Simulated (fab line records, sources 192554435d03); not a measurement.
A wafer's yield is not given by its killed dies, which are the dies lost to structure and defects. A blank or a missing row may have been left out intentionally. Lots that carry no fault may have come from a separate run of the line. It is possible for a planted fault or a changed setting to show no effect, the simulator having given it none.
fab line records -- flow n5Finfet
[record] lots = 10, wafers = 29, lastDay = 18
route steps=1938 shown ZERO_LAYER@14 WELL_APT@24 PMOS_HMC_CHANNEL_EPI@68 BEOL_M4@1111 PASSIVATION@1936
lots that met no fault: from a run of the same line without faults
startH: hours from the record's opening day to when the first of the lot's shown wafers began -- waitH: hours from the lot's prior step to this one -- " same as the row above -- L1.1+2: a single row standing in for several wafers -- - no value, or no start was given -- * or withheld: withheld -- < > ~ a bound
route shown NAME@n: names a module that has steps shown in the file, with the first one's number in the route -- usual: mean/standard deviation of fault-free wafers -- same: alike in all rows -- chamber/n: place in a boat -- sites: the reading at each site -- _std_site: the values' standard deviation -- _edge_site: outer sites' mean less inner sites' -- radiusMm: for every site, how far away it sits from the centre of the wafer -- mask NAME#n: copy n -- behind: the last tool/chamber to shape the wafer -- hold: what put the lot on hold/how long, in hours/how the hold closed -- device: whichever transistor did not switch (one of n, p or np) -- end of line: tests of these same wafers at the route's end -- for a step that has no rows: nothing shown but its recipe -- killed: dies lost to structure and defects at the first sort, not the wafer's yield -- map: a wafer's dies, marking killed ones x, the rest . and places with no die _
set.NAME: setting as actually run; set.NAME@STEP: the setting as run at that earlier step -- model.NAME: the simulator's own value behind a step, which no gauge read
a sample of lots followed through the steps of the route, with each step as a table and each wafer as a row
services: the hour from which a tool's chamber was out of use, counted from the record's first day as startH (under 0 if before that day), plus the number of hours and why
[[steps]]
[step N5_ZERO_LAYER_DESCUM_16]
[recipe] chemistry = O2, timeS = 7.9, sourcePowerW = 50, biasPowerW = 20, pressureMtorr = 20, rfFrequencyHz = 2.712e+07, tempC = 40, o2FlowSccm = 225
[usual] drypumpMotorCurrentA = 5.8/0.58, oesProductAu = 0.79/0.1, rfVppV = 243.2/1.2, showerheadPlenumPTorr = 2.09/0.056, throttleValvePct = 20.5/0.31
lot.wafer,tool,chamber,startH,waitH,drypumpMotorCurrentA,oesProductAu,rfHoursCounterH,rfVppV,showerheadPlenumPTorr,throttleValvePct
L244.4,rieDiel-01,1,18.70,0.1,5.2,0.76,-,243.0,2.09,20.6
L244.5,rieDiel-01,2,18.70,0.1,6.1,0.69,-,242.5,2.04,20.1
L244.6,rieDiel-01,0,18.70,0.1,4.7,0.68,-,242.8,2.13,20.5
L247.1,rieDiel-01,1,38.28,1.5,5.2,0.75,161,243.6,2.08,20.7
L247.4,rieDiel-01,1,38.28,1.5,5.2,0.74,-,242.7,2.08,20.7
L247.6,rieDiel-01,3,38.28,1.5,6.4,0.98,-,242.4,2.06,20.2
L248.1,rieDiel-01,0,43.29,0.5,4.8,1.02,0,242.1,2.13,20.1
L248.3,rieDiel-01,2,43.29,0.5,6.2,0.67,231,242.6,2.04,20.2
L248.6,rieDiel-01,3,43.29,0.5,6.4,0.95,-,241.7,2.06,20.2
L254.2,rieDiel-03,2,78.68,0.0,5.5,0.70,191,241.7,2.01,20.7
L254.5,rieDiel-03,0,78.68,0.0,5.0,0.90,-,243.3,2.13,20.0
L254.6,rieDiel-03,3,78.68,0.0,6.3,0.74,-,245.4,2.18,20.4
L256.1,rieDiel-03,2,90.68,0.0,5.5,0.72,194,241.6,2.01,20.8
L256.5,rieDiel-03,2,90.68,0.0,5.5,0.72,-,242.3,2.01,20.8
L256.6,rieDiel-03,1,90.68,0.0,5.3,0.78,-,242.7,2.07,20.1
L257.1,rieDiel-03,2,96.70,0.1,5.5,0.71,197,241.9,2.01,20.7
L257.3,rieDiel-03,1,96.70,0.1,5.3,0.77,-,242.6,2.07,20.1
L257.4,rieDiel-03,2,96.70,0.1,5.5,0.71,-,241.7,2.01,20.8
L261.1,rieDiel-04,1,121.06,0.4,6.5,0.82,90,243.1,2.11,20.4
L261.3,rieDiel-04,0,121.06,0.4,5.7,0.68,228,244.6,2.14,20.9
L262.3,rieDiel-03,1,126.83,0.1,5.3,0.76,157,243.9,2.07,20.1
L262.4,rieDiel-03,3,126.83,0.1,6.3,0.73,185,245.9,2.18,20.4
L262.6,rieDiel-03,2,126.83,0.1,5.5,0.70,-,241.3,2.01,20.8
L264.2,rieDiel-04,2,139.04,0.3,5.7,0.93,8,243.2,2.16,20.6
L264.3,rieDiel-04,1,139.04,0.3,6.5,0.81,93,244.2,2.11,20.4
L264.4,rieDiel-04,1,139.04,0.3,6.5,0.81,-,244.5,2.11,20.4
L266.3,rieDiel-04,0,150.68,0.0,5.7,0.67,235,244.7,2.14,21.0
L266.5,rieDiel-04,2,150.68,0.0,5.7,0.91,-,243.8,2.16,20.6
L266.6,rieDiel-04,1,150.68,0.0,6.5,0.81,-,243.5,2.11,20.4
[step N5_ZERO_LAYER_ETCH_17]
[recipe] chemistry = CF4, target = SiO2, targetDepthA = 120, timeS = 13.3, ionEnergyEv = 350, pressureMtorr = 40, sourceW = 450, biasW = 215, Ar_flow_sccm = 100, cf4FlowSccm = 100
[usual] biasW = 214.9/0.63, drypumpMotorCurrentA = 5.8/0.58, oesProductAu = 0.78/0.094, rfVppV = 949/3.5, showerheadPlenumPTorr = 2.14/0.059, throttleValvePct = 15.70/0.26
lot.wafer,tool,chamber,startH,waitH,biasW,drypumpMotorCurrentA,oesProductAu,rfHoursCounterH,rfVppV,showerheadPlenumPTorr,throttleValvePct
L244.4,rieDiel-01,1,18.74,0.0,213.8,5.1,0.77,-,949,2.12,15.82
L244.5,rieDiel-01,2,18.74,0.0,215.2,6.1,0.70,-,946,2.12,15.64
L244.6,rieDiel-01,0,18.74,0.0,215.5,4.7,0.68,-,953,2.19,15.84
L247.1,rieDiel-01,1,38.31,0.0,215.5,5.2,0.74,161,947,2.12,15.85
L247.4,rieDiel-01,1,38.31,0.0,216.6,5.2,0.75,-,949,2.12,15.86
L247.6,rieDiel-01,3,38.31,0.0,214.9,6.3,0.96,-,946,2.11,15.38
L248.1,rieDiel-01,0,43.33,0.0,214.9,4.7,1.01,0,951,2.19,15.35
L248.3,rieDiel-01,2,43.33,0.0,215.6,6.1,0.69,231,947,2.11,15.64
L248.6,rieDiel-01,3,43.33,0.0,213.1,6.4,0.93,-,946,2.11,15.39
L254.2,rieDiel-03,2,78.71,0.0,214.0,5.5,0.70,191,944,2.05,15.84
L254.5,rieDiel-03,0,78.71,0.0,215.0,5.0,0.91,-,951,2.18,15.16
L254.6,rieDiel-03,3,78.71,0.0,214.4,6.2,0.74,-,954,2.23,15.69
L256.1,rieDiel-03,2,90.71,0.0,215.7,5.5,0.70,194,944,2.05,15.85
L256.5,rieDiel-03,2,90.71,0.0,215.8,5.5,0.70,-,944,2.05,15.86
L256.6,rieDiel-03,1,90.71,0.0,215.8,5.3,0.79,-,950,2.15,15.47
L257.1,rieDiel-03,2,96.76,0.0,213.9,5.5,0.70,197,942,2.05,15.86
L257.3,rieDiel-03,1,96.76,0.0,215.6,5.3,0.79,-,947,2.15,15.49
L257.4,rieDiel-03,2,96.76,0.0,214.6,5.5,0.70,-,941,2.05,15.85
L261.1,rieDiel-04,1,121.10,0.0,214.5,6.5,0.80,90,951,2.17,15.61
L261.3,rieDiel-04,0,121.10,0.0,215.4,5.8,0.68,228,952,2.20,16.28
L262.3,rieDiel-03,1,126.86,0.0,213.2,5.3,0.77,157,949,2.14,15.49
L262.4,rieDiel-03,3,126.86,0.0,215.8,6.2,0.72,185,954,2.23,15.70
L262.6,rieDiel-03,2,126.86,0.0,214.9,5.5,0.69,-,943,2.05,15.88
L264.2,rieDiel-04,2,139.08,0.0,215.2,5.7,0.90,8,951,2.21,15.65
L264.3,rieDiel-04,1,139.08,0.0,215.0,6.5,0.79,93,950,2.16,15.60
L264.4,rieDiel-04,1,139.08,0.0,214.6,6.6,0.79,-,951,2.16,15.60
L266.3,rieDiel-04,0,150.72,0.0,215.7,5.7,0.67,235,953,2.20,16.28
L266.5,rieDiel-04,2,150.72,0.0,214.6,5.7,0.89,-,953,2.21,15.67
L266.6,rieDiel-04,1,150.72,0.0,214.8,6.5,0.79,-,950,2.16,15.62
[step N5_WELL_APT_EXPOSE_05]
[recipe] maskId = NWELL, na = 0.8, sourceShape = conventional, sigmaOuter = 0.8, polarization = unpolarized, defocusNm = 0, targetCdNm = 200, doseMj = 20.3
[usual] exposureDoseMJCm2 = 20.295/0.021, focusOffsetNm = 0.0/0.52
lot.wafer,tool,chamber,startH,waitH,mask,exposureDoseMJCm2,focusOffsetNm
L244.4,krfScanner-01,0,19.55,-,NWELL#0,20.317,0.2
L244.5,krfScanner-01,0,19.55,-,NWELL#0,20.296,-0.4
L244.6,krfScanner-01,0,19.55,-,NWELL#0,20.285,-0.2
L247.1,krfScanner-01,-,38.98,-,NWELL#0,-,-
L247.4,krfScanner-01,-,38.98,-,NWELL#0,-,-
L247.6,krfScanner-01,-,38.98,-,NWELL#0,-,-
L248.1,krfScanner-02,-,44.14,-,NWELL#0,-,-
L248.3,krfScanner-02,-,44.14,-,NWELL#0,-,-
L248.6,krfScanner-02,-,44.14,-,NWELL#0,-,-
L254.2,krfScanner-01,0,79.39,-,NWELL#0,20.302,-0.1
L254.5,krfScanner-01,0,79.39,-,NWELL#0,20.295,-0.4
L254.6,krfScanner-01,0,79.39,-,NWELL#0,20.318,-0.6
L256.1,krfScanner-02,0,91.51,-,NWELL#0,20.342,0.8
L256.5,krfScanner-02,0,91.51,-,NWELL#0,20.322,0.6
L256.6,krfScanner-02,0,91.51,-,NWELL#0,20.304,-0.4
L257.1,krfScanner-02,0,97.45,-,NWELL#0,20.301,0.4
L257.3,krfScanner-02,0,97.45,-,NWELL#0,20.287,0.2
L257.4,krfScanner-02,0,97.45,-,NWELL#0,20.294,0.2
L261.1,krfScanner-01,0,121.90,-,NWELL#0,20.271,0.2
L261.3,krfScanner-01,0,121.90,-,NWELL#0,20.290,-0.1
L262.3,krfScanner-02,0,127.69,-,NWELL#0,20.254,1.0
L262.4,krfScanner-02,0,127.69,-,NWELL#0,20.276,0.4
L262.6,krfScanner-02,0,127.69,-,NWELL#0,20.255,-0.1
L264.2,krfScanner-02,0,139.88,-,NWELL#0,20.293,1.1
L264.3,krfScanner-02,0,139.88,-,NWELL#0,20.308,0.6
L264.4,krfScanner-02,0,139.88,-,NWELL#0,20.307,0.8
L266.3,krfScanner-01,0,151.40,-,NWELL#0,20.288,-0.1
L266.5,krfScanner-01,0,151.40,-,NWELL#0,20.295,0.4
L266.6,krfScanner-01,0,151.40,-,NWELL#0,20.323,-0.2
[step N5_WELL_APT_CD_MEAS_08]
[recipe] targetCdNm = 200, landingEnergyEv = 500, detector = seInlens
[usual] cdNm = 199.8/1.8
lot.wafer,tool,chamber,startH,waitH,cdNm
L244.4,cdSem-03,0,19.71,-,197.8
L244.5,cdSem-03,0,19.71,-,198.2
L244.6,cdSem-03,0,19.71,-,199.8
L247.1,cdSem-02,0,39.15,-,-
L247.4,cdSem-02,0,39.15,-,-
L247.6,cdSem-02,0,39.15,-,-
L248.1,cdSem-02,0,44.31,-,-
L248.3,cdSem-02,0,44.31,-,-
L248.6,cdSem-02,0,44.31,-,-
L254.2,cdSem-02,0,79.56,-,197.5
L254.5,cdSem-02,0,79.56,-,198.8
L254.6,cdSem-02,0,79.56,-,199.0
L256.1,cdSem-02,0,91.68,-,201.4
L256.5,cdSem-02,0,91.68,-,201.3
L256.6,cdSem-02,0,91.68,-,202.5
L257.1,cdSem-03,0,97.62,-,199.0
L257.3,cdSem-03,0,97.62,-,199.5
L257.4,cdSem-03,0,97.62,-,202.0
L261.1,cdSem-01,0,122.07,-,199.2
L261.3,cdSem-01,0,122.07,-,198.4
L262.3,cdSem-03,0,127.85,-,199.3
L262.4,cdSem-03,0,127.85,-,199.2
L262.6,cdSem-03,0,127.85,-,200.9
L264.2,cdSem-02,0,140.04,-,200.3
L264.3,cdSem-02,0,140.04,-,199.5
L264.4,cdSem-02,0,140.04,-,200.5
L266.3,cdSem-03,0,151.56,-,198.9
L266.5,cdSem-03,0,151.56,-,198.1
L266.6,cdSem-03,0,151.56,-,197.2
[step N5_PMOS_HMC_CHANNEL_EPI_DESCUM_14]
[recipe] chemistry = O2, timeS = 7.9, sourcePowerW = 50, biasPowerW = 20, pressureMtorr = 20, rfFrequencyHz = 2.712e+07, tempC = 40, resist = CAR-ArF-block, o2FlowSccm = 225
[usual] drypumpMotorCurrentA = 5.7/0.58, oesProductAu = 0.80/0.099, rfVppV = 243.1/1.3, showerheadPlenumPTorr = 2.09/0.057, throttleValvePct = 20.4/0.34
lot.wafer,tool,chamber,startH,waitH,drypumpMotorCurrentA,oesProductAu,rfHoursCounterH,rfVppV,showerheadPlenumPTorr,throttleValvePct
L244.4,rieDiel-04,1,23.42,0.1,6.6,0.84,63,243.8,2.12,20.4
L244.5,rieDiel-04,1,23.42,0.1,6.5,0.85,-,242.5,2.12,20.4
L244.6,rieDiel-04,2,23.42,0.1,5.7,0.69,-,245.4,2.17,20.9
L254.2,rieDiel-04,3,83.31,0.0,6.6,0.75,155,241.1,2.02,20.8
L254.5,rieDiel-04,2,83.31,0.0,5.7,0.68,-,245.4,2.17,21.0
L254.6,rieDiel-04,3,83.31,0.0,6.6,0.75,-,240.9,2.02,20.8
L256.1,rieDiel-03,3,95.36,0.0,6.2,0.73,180,243.0,2.18,20.4
L256.5,rieDiel-03,3,95.36,0.0,6.2,0.73,-,245.0,2.18,20.4
L256.6,rieDiel-03,1,95.36,0.0,5.3,0.78,-,243.4,2.07,20.1
L257.1,rieDiel-04,1,101.76,0.0,6.5,0.83,82,242.3,2.11,20.4
L257.3,rieDiel-04,3,101.76,0.0,6.6,0.74,160,243.2,2.02,20.8
L257.4,rieDiel-04,1,101.76,0.0,6.5,0.83,-,243.7,2.11,20.4
L261.1,rieDiel-01,1,125.91,0.1,5.2,0.72,191,242.7,2.07,20.7
L261.3,rieDiel-01,0,125.91,0.1,4.7,0.92,28,243.1,2.12,20.2
L262.3,rieDiel-03,2,131.74,0.3,5.5,0.70,208,241.4,2.00,20.8
L262.4,rieDiel-03,0,131.74,0.3,5.0,0.88,51,243.7,2.13,20.0
L262.6,rieDiel-03,0,131.74,0.3,5.0,0.88,-,243.4,2.13,20.0
L264.2,rieDiel-01,2,144.06,0.0,6.1,1.00,4,242.8,2.03,19.8
L264.3,rieDiel-01,3,144.06,0.0,6.3,0.90,46,241.8,2.04,20.2
L264.4,rieDiel-01,0,144.06,0.0,4.8,0.92,34,244.0,2.12,20.2
L266.3,rieDiel-04,2,155.09,0.0,5.7,0.91,13,242.5,2.16,20.6
L266.5,rieDiel-04,1,155.09,0.0,6.5,0.80,-,243.1,2.11,20.4
L266.6,rieDiel-04,2,155.09,0.0,5.7,0.90,-,243.2,2.16,20.6
[step N5_BEOL_M4_RC_MEAS_101]
[usual] DIBL_N = 35.9/1.7, DIBL_P = 36.0/2.2, IOFF_N = 0.16/0.031, IOFF_P = 0.21/0.039, ION_N = 678/13, ION_P = 464/8.8, SS_N = 71.5/0.61, SS_P = 73.2/0.68, VT_N = 249/3.3, VT_P = -250/3.8
lot.wafer,tool,chamber,startH,waitH,DIBL_N[mV/V],DIBL_P[mV/V],IOFF_N[nA/um],IOFF_P[nA/um],ION_N[uA/um],ION_P[uA/um],SS_N[mV/dec],SS_P[mV/dec],VT_N[mV],VT_P[mV]
L244.4,prober-01,0,175.67,0.5,38.4,37.7,0.21,0.26,695,470,71.6,73.7,243,-247
L244.5,prober-01,0,175.67,0.5,39.0,39.2,0.23,0.27,705,480,72.3,74.5,245,-246
L244.6,prober-01,0,175.67,0.5,37.1,36.2,0.19,0.24,686,473,71.4,73.2,244,-247
L254.2,prober-02,0,232.93,0.2,35.4,33.1,0.14,0.18,689,467,71.3,71.7,249,-250
L254.5,prober-02,0,232.93,0.2,40.4,40.4,0.26,0.31,717,480,72.2,73.7,241,-245
L254.6,prober-02,0,232.93,0.2,37.8,35.9,0.18,0.21,681,462,72.4,73.5,247,-248
L256.1,prober-02,0,250.16,0.0,34.5,35.4,0.15,0.22,668,462,70.2,73.0,250,-247
L256.5,prober-02,0,250.16,0.0,34.2,35.6,0.15,0.23,682,470,71.2,72.5,249,-244
L256.6,prober-02,0,250.16,0.0,35.3,35.0,0.14,0.21,659,455,71.0,73.0,253,-251
L257.1,prober-02,0,261.70,0.0,34.3,35.5,0.17,0.20,677,457,71.5,73.0,249,-249
L257.3,prober-02,0,261.70,0.0,37.3,39.1,0.22,0.27,689,468,72.8,73.9,245,-247
L257.4,prober-02,0,261.70,0.0,35.8,36.8,0.19,0.22,693,464,72.2,72.6,248,-250
L261.1,prober-01,0,272.00,0.0,33.5,31.6,0.12,0.15,665,452,70.6,72.5,253,-253
L261.3,prober-01,0,272.00,0.0,35.2,34.2,0.14,0.18,675,460,70.9,73.2,249,-250
L262.3,prober-02,0,281.73,0.3,35.3,33.9,0.13,0.17,651,447,71.1,72.2,255,-254
L262.4,prober-02,0,281.73,0.3,36.2,35.6,0.14,0.19,677,465,71.7,73.0,252,-251
L262.6,prober-02,0,281.73,0.3,34.4,33.5,0.12,0.16,655,452,71.4,72.7,255,-252
L264.2,prober-02,0,294.82,0.2,37.5,37.3,0.19,0.28,692,472,72.1,74.0,246,-244
L264.3,prober-02,0,294.82,0.2,34.6,33.9,0.14,0.22,679,477,70.7,72.9,251,-246
L264.4,prober-02,0,294.82,0.2,35.9,35.3,0.16,0.23,678,470,71.8,72.9,248,-247
L266.3,prober-02,0,314.06,0.3,34.9,33.1,0.13,0.17,681,462,71.8,73.0,251,-252
L266.5,prober-02,0,314.06,0.3,38.4,38.7,0.20,0.25,688,463,72.1,73.7,245,-249
L266.6,prober-02,0,314.06,0.3,34.8,33.7,0.13,0.17,690,465,70.8,72.6,250,-254
[step N5_PASSIVATION_PROBE_49]
[usual] killed_at_M0_to_M3 = 36/10, killed_at_M4_up = 13/5.5, killedAtContacts = 12/5.6, killedAtFrontEnd = 42/12, killedAtOther = 4/3.2, killedDies = 108/18, killedOnRim = 15/4.1, killedOpen = 71/13, killedShort = 34/7.8
[same] grossDies = 1180, killedAtBackSide = 0
lot.wafer,tool,chamber,startH,waitH,killed_at_M0_to_M3,killed_at_M4_up,killedAtContacts,killedAtFrontEnd,killedAtOther,killedDies,killedOnRim,killedOpen,killedShort
L247.1,prober-02,-,289.16,0.0,22,16,7,1126,9,1180,152,70,25
L247.4,prober-02,-,289.31,0.2,18,17,3,1138,4,1180,152,69,34
L247.6,prober-02,-,289.41,0.3,14,14,2,1147,3,1180,152,49,23
L254.2,prober-01,-,347.96,0.1,28,17,12,30,8,95,17,60,35
L254.5,prober-01,-,348.11,0.2,29,14,20,32,6,101,7,70,26
L254.6,prober-01,-,348.16,0.3,33,8,16,37,0,94,15,63,31
L256.1,prober-01,-,355.14,0.0,25,12,11,29,4,81,12,46,35
L256.5,prober-01,-,355.34,0.2,17,4,13,38,2,74,11,48,25
L256.6,prober-01,-,355.39,0.3,22,9,23,38,4,96,13,60,35
L257.1,prober-01,-,376.66,0.0,33,5,8,61,4,111,23,70,36
L257.3,prober-01,-,376.76,0.1,26,4,18,70,4,122,16,92,29
L257.4,prober-01,-,376.81,0.2,33,7,12,89,4,145,19,95,49
// killed by level:class
L247.1 WELL_APT:areaExpose=1082 FIN_SAQP:geometricParticle:open=17 FIN_SAQP:geometricParticle:short=10 DUMMY_GATE:geometricParticle:open=6 MOL_CONTACT_COAG:geometricParticle:open=6 BEOL_M1:geometricParticle:open=6 BEOL_M2:geometricParticle:open=5 BEOL_M5:geometricParticle:open=5
L247.4 WELL_APT:areaExpose=1077 FIN_SAQP:geometricParticle:open=21 BEOL_M4:geometricParticle:open=7 FIN_SAQP:geometricParticle:short=7 STI_FIN_REVEAL:geometricParticle:open=7 BEOL_M0_SAQP:geometricParticle:open=6 BEOL_M0_SAQP:geometricParticle:short=5 STARTING-WAFER:geometricParticle:open=5
L247.6 WELL_APT:areaExpose=1106 STI_FIN_REVEAL:geometricParticle:open=6 FIN_SAQP:geometricParticle:short=5 FIN_SAQP:geometricParticle:open=4 SPACER0:geometricParticle:short=4 BEOL_M1:geometricParticle:open=4 STI_FIN_REVEAL:geometricParticle:short=3 DUMMY_GATE:geometricParticle:open=3
L254.2 BEOL_M4:geometricParticle:open=13 BEOL_M0_SAQP:geometricParticle:short=11 MOL_CONTACT_COAG:geometricParticle:open=10 STI_FIN_REVEAL:geometricParticle:open=8 DUMMY_GATE:geometricParticle:open=7 BEOL_M0_SAQP:geometricParticle:open=6 FIN_SAQP:geometricParticle:short=5 BEOL_M1:geometricParticle:open=4
L254.5 MOL_CONTACT_COAG:geometricParticle:open=13 STI_FIN_REVEAL:geometricParticle:open=10 BEOL_M1:geometricParticle:open=10 DUMMY_GATE:geometricParticle:open=7 MOL_CONTACT_COAG:geometricParticle:short=7 BEOL_M3:geometricParticle:open=5 BEOL_M0_SAQP:geometricParticle:open=4 BEOL_M0_SAQP:geometricParticle:short=4
L254.6 MOL_CONTACT_COAG:geometricParticle:open=15 BEOL_M0_SAQP:geometricParticle:short=9 STI_FIN_REVEAL:geometricParticle:open=8 BEOL_M0_SAQP:geometricParticle:open=8 DUMMY_GATE:geometricParticle:short=6 BEOL_M1:geometricParticle:open=6 DUMMY_GATE:geometricParticle:open=5 BEOL_M3:geometricParticle:open=5
L256.1 MOL_CONTACT_COAG:geometricParticle:open=9 FIN_SAQP:geometricParticle:open=7 BEOL_M1:geometricParticle:open=7 FIN_SAQP:geometricParticle:short=6 GATE_CUT:geometricParticle:short=5 BEOL_M2:geometricParticle:open=5 BEOL_M0_SAQP:geometricParticle:short=4 STARTING-WAFER:geometricParticle:short=4
L256.5 FIN_SAQP:geometricParticle:short=11 STI_FIN_REVEAL:geometricParticle:open=8 MOL_CONTACT_COAG:geometricParticle:open=8 FIN_SAQP:geometricParticle:open=6 DUMMY_GATE:geometricParticle:open=5 MOL_CONTACT_COAG:geometricParticle:short=5 BEOL_M1:geometricParticle:open=5 BEOL_M3:geometricParticle:open=5
L256.6 MOL_CONTACT_COAG:geometricParticle:open=17 GATE_CUT:geometricParticle:short=10 FIN_SAQP:geometricParticle:short=8 FIN_SAQP:geometricParticle:open=8 BEOL_M2:geometricParticle:open=8 MOL_CONTACT_COAG:geometricParticle:short=6 BEOL_M3:geometricParticle:open=4 DUMMY_GATE:geometricParticle:open=3
L257.1 FIN_SAQP:geometricParticle:open=19 STI_FIN_REVEAL:geometricParticle:open=15 BEOL_M0_SAQP:geometricParticle:short=12 MOL_CONTACT_COAG:geometricParticle:open=8 FIN_SAQP:geometricParticle:short=7 BEOL_M0_SAQP:geometricParticle:open=7 HKMG_FIN:areaEtch=5 BEOL_M1:geometricParticle:open=4
L257.3 FIN_SAQP:geometricParticle:open=33 MOL_CONTACT_COAG:geometricParticle:open=16 FIN_SAQP:geometricParticle:short=12 STI_FIN_REVEAL:geometricParticle:open=7 BEOL_M0_SAQP:geometricParticle:short=6 GATE_CUT:geometricParticle:open=5 BEOL_M1:geometricParticle:open=5 BEOL_M3:geometricParticle:open=5
L257.4 FIN_SAQP:geometricParticle:open=23 STI_FIN_REVEAL:geometricParticle:open=20 FIN_SAQP:geometricParticle:short=17 BEOL_M3:geometricParticle:open=10 MOL_CONTACT_COAG:geometricParticle:open=9 BEOL_M0_SAQP:geometricParticle:open=6 STI_FIN_REVEAL:geometricParticle:short=5 BEOL_M0_SAQP:geometricParticle:short=5
[[services]]
tool,chamber,startH,hours,kind
krfScanner-01,-,0.68,0.5,repair
rieDiel-03,3,9.53,2.5,repair
rieDiel-04,2,10.81,5.6,repair
krfScanner-02,-,22.58,0.8,pm
rieDiel-04,-,25.11,0.3,repair
krfScanner-02,-,30.30,4.0,pm
rieDiel-03,2,31.89,9.4,repair
rieDiel-04,-,32.22,14.6,pm
krfScanner-02,-,60.37,0.6,repair
rieDiel-01,-,61.20,4.3,pm
rieDiel-03,-,63.79,0.7,repair
krfScanner-02,-,78.56,1.3,pm
rieDiel-03,0,86.86,11.8,repair
krfScanner-02,-,89.36,1.0,pm
krfScanner-01,-,93.54,1.0,pm
rieDiel-03,3,95.85,18.6,repair
rieDiel-04,2,97.76,-,clean
rieDiel-04,2,97.76,-,consumableReplace:focusRing
rieDiel-04,2,97.76,20.2,scheduledDown
rieDiel-04,1,129.49,9.0,repair
rieDiel-04,0,130.52,10.4,repair
krfScanner-01,-,134.33,1.3,pm
rieDiel-04,1,139.52,4.0,repair
krfScanner-01,-,147.95,0.8,pm
[[key]]
[firstSign] step = N5_WELL_APT_EXPOSE_05, reading = toolRecord, direction = missing
[effect] step = N5_WELL_APT_CD_MEAS_08, reading = cdNm, direction = missing
[effect] step = N5_PASSIVATION_PROBE_49, reading = killedAtFrontEnd, direction = up, sigmas = 89, usual = 42, struck = 1137
[moreKillsBornAt] N5_WELL_APT_EXPOSE_05@krfScanner-01 = 3265
metAt N5_WELL_APT_EXPOSE_05
struckLots L247,L248
rowsEnd L248.1,L248.3,L248.6
laterRowsLeftOut L247.1,L247.4,L247.6
testerLeftOut L247
notActingAt N5_ZERO_LAYER_DESCUM_16,N5_ZERO_LAYER_ETCH_17,N5_PMOS_HMC_CHANNEL_EPI_DESCUM_14
onsetBetween 19.55 38.98
[fault] kind = skippedStepWhole, tool = krfScanner-01,krfScanner-02, chamber = -, onsetH = 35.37, steps = N5_WELL_APT_EXPOSE_05, scope = struckLotsOnly
// testerLeftOut: of these lots the tester's yield and bins aren't shown, on N5 and GAA mostly nor the transistor test; their killed dies are dies lost to structure and defects alone, not to doping, threshold or leakage, so they don't give the yield
// laterRowsLeftOut: the simulator's readings of these wafers behind a module that went badly wrong aren't trusted and aren't shown, but for the sort
// rowsEnd: these wafers met a further fault down the route, and their rows from its step on are left out
